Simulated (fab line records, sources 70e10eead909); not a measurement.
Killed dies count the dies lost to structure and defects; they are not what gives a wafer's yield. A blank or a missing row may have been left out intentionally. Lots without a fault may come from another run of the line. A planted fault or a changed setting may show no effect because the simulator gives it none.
Chamber matching -- flow nand harc -- ald hk-03 running NHARC_A_STAIRCASE_ALD_420: 4 sister chambers
The step deposits SiO2, target thk 20 nm, pulse time 6 s, ald cycles 200. 30 wafers are shown with their chamber, then 12 later ones without.

WAFERS WITH THEIR CHAMBER
wafer,chamber,heater power w (W),precursor pulse height rel
L076.1,2,572,0.997
L076.4,0,506,1.038
L076.6,1,442,1.030
L078.2,0,516,1.004
L078.5,2,588,0.981
L078.6,1,449,1.012
L079.1,0,516,0.992
L079.2,1,459,0.994
L079.6,2,593,0.984
L081.3,0,515,1.002
L081.4,1,456,0.983
L081.6,0,508,1.020
L086.1,0,500,0.999
L086.2,2,551,1.025
L086.3,1,458,0.996
L086.4,3,435,1.007
L086.5,1,453,1.040
L086.6,0,491,0.980
L087.4,3,424,0.998
L087.5,3,435,1.009
L087.6,2,536,0.969
L089.1,2,542,1.007
L089.3,3,441,0.997
L089.6,2,529,1.007
L091.1,3,414,1.006
L091.3,2,527,1.004
L091.5,3,431,0.966
L091.2,0,490,0.973
L091.4,1,452,0.974
L091.6,2,531,1.021

SIGNATURES (averages over the wafers above)
reading,chamber 0,chamber 1,chamber 2,chamber 3,scatter within a chamber
heater power w,505.25,452.71,552.11,430.00,16.2
precursor pulse height rel,1.00100,1.00414,0.99944,0.99717,0.0202
Rule: a wafer's distance from a chamber is the root of the sum, over the readings, of the square of ((its reading less the chamber's mean) divided by the reading's scatter). The wafer belongs to the nearest chamber; if the next one is less than 2 further off, it can't be placed. How the scatter is found: for the shown wafers, subtract from each reading the mean of its chamber, square and add these, divide the total by (wafers less chambers), then take the root.

WAFERS MISSING THEIR CHAMBER
wafer,heater power w (W),precursor pulse height rel
L092.1,543,1.019
L092.4,429,0.989
L092.5,424,1.020
L092.2,462,1.028
L092.3,487,0.976
L092.6,533,0.996
L093.1,456,0.993
L093.2,423,1.019
L093.3,483,0.995
L094.1,534,0.979
L094.4,504,1.017
L094.6,447,1.003

EACH ONE'S CHAMBER
wafer,from the rows above,in truth
L092.1,can't be placed: 2 or 0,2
L092.4,can't be placed: 3 or 1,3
L092.5,can't be placed: 3 or 1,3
L092.2,can't be placed: 1 or 3 or 0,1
L092.3,can't be placed: 0 or 1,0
L092.6,can't be placed: 2 or 0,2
L093.1,can't be placed: 1 or 3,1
L093.2,can't be placed: 3 or 1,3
L093.3,can't be placed: 0 or 1 or 3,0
L094.1,can't be placed: 2 or 0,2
L094.4,0,0
L094.6,can't be placed: 1 or 3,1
Placed correctly: 1 of 12. Unplaceable from these rows: 11, with the true chamber sitting among the candidates in 11. 0 placed wrongly.
